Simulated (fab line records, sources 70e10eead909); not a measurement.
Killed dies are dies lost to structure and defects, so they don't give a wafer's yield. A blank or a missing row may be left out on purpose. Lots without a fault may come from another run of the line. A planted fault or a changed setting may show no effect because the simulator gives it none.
Which tool did it? | flow nand_harc | 12 lots, 36 wafers sampled, at 6 steps of a route of 1302

WHAT THE GAUGES READ, wafer by wafer
NHARC_A_CONTACT_CD_MEAS_53.
lot  | measured     | on        | cd_nm (nm)
L075 | day 22 05:38 | cd_sem-03 | 290.3 291.3 290.0
L077 | day 23 02:40 | cd_sem-03 | 290.6 289.2 290.2
L079 | day 24 03:53 | cd_sem-03 | 290.5 290.5 289.8
L081 | day 24 15:38 | cd_sem-02 | 289.1 290.2 289.4
L083 | day 25 03:37 | cd_sem-03 | 289.3 288.8 289.1
L084 | day 25 19:26 | cd_sem-01 | 289.0 289.7 289.2
L086 | day 26 09:58 | cd_sem-02 | 289.9 289.2 289.3
L088 | day 27 08:42 | cd_sem-03 | 290.3 290.2 289.9
L090 | day 28 06:23 | cd_sem-03 | 291.5 290.4 291.0
L093 | day 29 14:38 | cd_sem-02 | 290.3 289.2 289.6
L094 | day 30 07:37 | cd_sem-02 | 288.7 289.6 288.7
L097 | day 31 01:49 | cd_sem-02 | 288.6 288.6 287.6

WHICH TOOL RAN EACH LOT (tool, then ch and the chambers of the sampled wafers, then the start)
lot  | NHARC_A_SGD_CUT_STRIP_17                      | NHARC_A_SLIT_DEP_25             | NHARC_A_WL_FILL_ALD_02              | NHARC_A_WL_FILL_CVD_20                   | NHARC_A_CONTACT_ETCH_111
L075 | rie_diel-11 ch 2,3, day 20 04:46 or earlier   | pecvd-03 ch 0,1,2, day 20 04:46 | ald_metal-01 ch 1,3, day 21 00:13   | cvd_w-01 ch 0,1, day 22 02:25 or earlier | har_cap_etch-02 ch 0,1, day 22 02:25
L077 | rie_diel-12 ch 0,1,2, day 21 00:17 or earlier | pecvd-03 ch 1,2, day 21 00:17   | ald_metal-02 ch 0,1,2, day 21 19:07 | cvd_w-02 ch 0,1, day 22 23:21 or earlier | har_cap_etch-01 ch 0,1, day 22 23:21
L079 | rie_diel-12 ch 0,2,3, day 21 23:30 or earlier | pecvd-04 ch 1,2, day 21 23:30   | ald_metal-03 ch 0,2,3, day 22 22:54 | cvd_w-01 ch 0,1, day 24 00:38 or earlier | har_cap_etch-02 ch 0,1, day 24 00:38
L081 | rie_diel-04 ch 1,2,3, day 22 06:40 or earlier | pecvd-01 ch 0,2, day 22 06:40   | ald_metal-03 ch 0,3, day 23 06:00   | cvd_w-02 ch 0,1, day 24 12:23 or earlier | har_cap_etch-01 ch 0,1, day 24 12:23
L083 | rie_diel-04 ch 0,1, day 23 01:12 or earlier   | pecvd-03 ch 0,1,2, day 23 01:12 | ald_metal-02 ch 0,3, day 23 19:34   | cvd_w-02 ch 0,1, day 25 00:22 or earlier | har_cap_etch-02 ch 0,1, day 25 00:22
L084 | rie_diel-11 ch 1,2, day 23 17:40 or earlier   | pecvd-03 ch 0,1, day 23 17:40   | ald_metal-02 ch 1,2, day 24 14:02   | cvd_w-02 ch 0,1, day 25 16:11 or earlier | har_cap_etch-01 ch 0,1, day 25 16:11
L086 | rie_diel-12 ch 0,3, day 24 07:09 or earlier   | pecvd-01 ch 0,1,2, day 24 07:09 | ald_metal-02 ch 2,3, day 25 04:04   | cvd_w-01 ch 0,1, day 26 06:41 or earlier | har_cap_etch-02 ch 0,1, day 26 06:41
L088 | rie_diel-12 ch 0,2, day 25 07:33 or earlier   | pecvd-04 ch 1, day 25 07:33     | ald_metal-03 ch 0,2, day 26 02:34   | cvd_w-01 ch 0,1, day 27 05:25 or earlier | har_cap_etch-01 ch 0,1, day 27 05:25
L090 | rie_diel-12 ch 1,2, day 26 07:19 or earlier   | pecvd-01 ch 1,2, day 26 07:19   | ald_metal-01 ch 1,2,3, day 27 02:01 | cvd_w-01 ch 0,1, day 28 03:07 or earlier | har_cap_etch-01 ch 1, day 28 03:07
L093 | rie_diel-04 ch 0,2, day 27 07:49 or earlier   | pecvd-01 ch 0,2, day 27 07:49   | ald_metal-01 ch 0,2, day 28 06:36   | cvd_w-02 ch 0,1, day 29 11:20 or earlier | har_cap_etch-03 ch 0,1, day 29 11:20
L094 | rie_diel-04 ch 0,3, day 28 06:11 or earlier   | pecvd-03 ch 0,1,2, day 28 06:11 | ald_metal-03 ch 0,2,3, day 29 01:57 | cvd_w-02 ch 0,1, day 30 04:22 or earlier | har_cap_etch-03 ch 0,1, day 30 04:22
L097 | rie_diel-04 ch 0,2,3, day 28 18:34 or earlier | pecvd-04 ch 0,1,2, day 28 18:34 | ald_metal-01 ch 0,2,3, day 29 13:38 | cvd_w-01 ch 0,1, day 30 22:35 or earlier | har_cap_etch-02 ch 0,1, day 30 22:35
- NHARC_A_SGD_CUT_STRIP_17: strips in O2.
- NHARC_A_SLIT_DEP_25: deposits SiO2, target thk 200 nm.
- NHARC_A_WL_FILL_ALD_02: deposits TiN, target thk 2 nm, pulse time 3 s, ald cycles 100.
- NHARC_A_WL_FILL_CVD_20: deposits W, target thk 100 nm, time 74 s.
- NHARC_A_CONTACT_ETCH_111: etches the open film in C4F8/O2/Ar, time 140 s, target depth 700 nm.

THE ANSWER, worked out from the rows above alone
Rule: what is usual is taken from the lots themselves. Put in order of their means at a reading, lots are off if they are a third of the lots or fewer, leave a main group of 4 or more, and stand apart from it by a gap of 3 or more times the standard deviation of the main group's means; of several such gaps the widest counts. A main group whose means are all the same, to the digits that the tables above print for the reading, isn't used. A lot without any number at a reading at which 4 lots or more have one is off too. The other lots that the step has rows for count as sound.
No lot is off at any reading shown: from this, nothing can be told.

WHAT THE SIMULATOR HAD PUT IN
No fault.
